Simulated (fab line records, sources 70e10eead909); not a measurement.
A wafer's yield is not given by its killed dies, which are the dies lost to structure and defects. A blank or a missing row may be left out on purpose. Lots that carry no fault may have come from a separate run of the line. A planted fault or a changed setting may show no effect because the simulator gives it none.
Matching of chambers || flow nand_harc || 4 sister chambers for NHARC_A_STAIRCASE_DESCUM_219 on rie_diel-04
The step chemistry O2, time 3 s. 8 wafers are shown with their chamber, then 12 later ones without.

== WAFERS PAIRED WITH THEIR CHAMBERS ==
{"wafer": "L081.6", "chamber": 1, "showerhead_plenum_p_Torr (Torr)": 1.77, "drypump_motor_current_A (A)": 6.5}
{"wafer": "L082.2", "chamber": 1, "showerhead_plenum_p_Torr (Torr)": 1.77, "drypump_motor_current_A (A)": 6.6}
{"wafer": "L082.4", "chamber": 0, "showerhead_plenum_p_Torr (Torr)": 1.84, "drypump_motor_current_A (A)": 5.2}
{"wafer": "L083.5", "chamber": 0, "showerhead_plenum_p_Torr (Torr)": 1.83, "drypump_motor_current_A (A)": 5.3}
{"wafer": "L085.2", "chamber": 3, "showerhead_plenum_p_Torr (Torr)": 2.03, "drypump_motor_current_A (A)": 6.0}
{"wafer": "L089.1", "chamber": 3, "showerhead_plenum_p_Torr (Torr)": 2.02, "drypump_motor_current_A (A)": 6.0}
{"wafer": "L089.2", "chamber": 2, "showerhead_plenum_p_Torr (Torr)": 1.96, "drypump_motor_current_A (A)": 6.2}
{"wafer": "L089.5", "chamber": 2, "showerhead_plenum_p_Torr (Torr)": 1.96, "drypump_motor_current_A (A)": 6.2}

== WAFERS MISSING THEIR CHAMBER ==
{"wafer": "L091.1", "showerhead_plenum_p_Torr (Torr)": 1.95, "drypump_motor_current_A (A)": 6.2}
{"wafer": "L091.3", "showerhead_plenum_p_Torr (Torr)": 2.02, "drypump_motor_current_A (A)": 6.0}
{"wafer": "L091.5", "showerhead_plenum_p_Torr (Torr)": 2.02, "drypump_motor_current_A (A)": 6.0}
{"wafer": "L095.1", "showerhead_plenum_p_Torr (Torr)": 1.95, "drypump_motor_current_A (A)": 6.2}
{"wafer": "L095.4", "showerhead_plenum_p_Torr (Torr)": 1.82, "drypump_motor_current_A (A)": 5.2}
{"wafer": "L095.5", "showerhead_plenum_p_Torr (Torr)": 1.82, "drypump_motor_current_A (A)": 5.2}
{"wafer": "L097.3", "showerhead_plenum_p_Torr (Torr)": 2.07, "drypump_motor_current_A (A)": 6.6}
{"wafer": "L097.4", "showerhead_plenum_p_Torr (Torr)": 1.95, "drypump_motor_current_A (A)": 6.2}
{"wafer": "L097.6", "showerhead_plenum_p_Torr (Torr)": 1.95, "drypump_motor_current_A (A)": 6.2}
{"wafer": "L096.2", "showerhead_plenum_p_Torr (Torr)": 2.07, "drypump_motor_current_A (A)": 6.6}
{"wafer": "L096.3", "showerhead_plenum_p_Torr (Torr)": 1.95, "drypump_motor_current_A (A)": 6.2}
{"wafer": "L096.6", "showerhead_plenum_p_Torr (Torr)": 2.07, "drypump_motor_current_A (A)": 6.6}

== THE CHAMBER EACH PASSED THROUGH ==
{"wafer": "L091.1", "from the rows above": 2, "in truth": 2}
{"wafer": "L091.3", "from the rows above": 3, "in truth": 3}
{"wafer": "L091.5", "from the rows above": 3, "in truth": 3}
{"wafer": "L095.1", "from the rows above": 2, "in truth": 2}
{"wafer": "L095.4", "from the rows above": 0, "in truth": 0}
{"wafer": "L095.5", "from the rows above": 0, "in truth": 0}
{"wafer": "L097.3", "from the rows above": 3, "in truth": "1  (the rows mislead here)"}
{"wafer": "L097.4", "from the rows above": 2, "in truth": 2}
{"wafer": "L097.6", "from the rows above": 2, "in truth": 2}
{"wafer": "L096.2", "from the rows above": 3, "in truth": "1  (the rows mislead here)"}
{"wafer": "L096.3", "from the rows above": 2, "in truth": 2}
{"wafer": "L096.6", "from the rows above": 3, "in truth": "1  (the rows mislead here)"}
Correctly placed: 9 of 12. Can't be placed from these rows: 0. Wrongly placed: 3.
How it was worked out, from the rows above alone: a wafer's distance from a chamber is the root of the sum, over the readings, of the square of ((its reading less the chamber's mean) divided by the reading's scatter). If the next closest chamber is less than 2 further off than the closest, the wafer can't be placed; otherwise it belongs to the closest. For every chamber, the mean is computed from those of its wafers that are shown. How the scatter is found: for the shown wafers, subtract from each reading the mean of its chamber, square and add these, divide the total by (wafers less chambers), then take the root.
